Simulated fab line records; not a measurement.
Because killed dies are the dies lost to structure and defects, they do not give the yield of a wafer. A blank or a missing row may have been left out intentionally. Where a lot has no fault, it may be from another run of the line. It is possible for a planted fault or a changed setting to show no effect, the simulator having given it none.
Chamber matching ; flow nand-harc ; NHARC_A_STAIRCASE_DESCUM_168 on rie-diel-03 has 4 sister chambers
The step chemistry O2, time 3 s. 4 wafers are shown with their chamber, then 7 later ones without.

WAFERS PAIRED WITH THEIR CHAMBERS
wafer;chamber;drypump-motor-current-A (A)
L087.4;2;5.4
L088.2;3;5.6
L092.4;0;5.2
L092.5;1;5.8

WAFERS WITHOUT THEIR CHAMBER
wafer;drypump-motor-current-A (A)
L092.6;5.4
L096.2;5.2
L096.3;5.4
L096.4;5.8
L095.3;5.9
L095.5;5.9
L095.6;5.2

THE CHAMBER EACH PASSED THROUGH
wafer;from the rows above;in truth
L092.6;2;2
L096.2;0;0
L096.3;2;2
L096.4;1;1
L095.3;1;1
L095.5;1;1
L095.6;0;0
Correctly placed: 7 of 7. Not placeable from these rows: 0. Placed wrongly: 0.
How it was worked out, from the rows above alone: a wafer's distance from a chamber is the root of the sum, over the readings, of the square of ((its reading less the chamber's mean) divided by the reading's scatter). If the next closest chamber is less than 2 further off than the closest, the wafer can't be placed; otherwise it belongs to the closest. For every chamber, the mean is computed from those of its wafers that are shown. The scatter (one wafer shown for each chamber): square how far every hidden wafer sits from the nearest shown wafer, average those squares and take the square root.
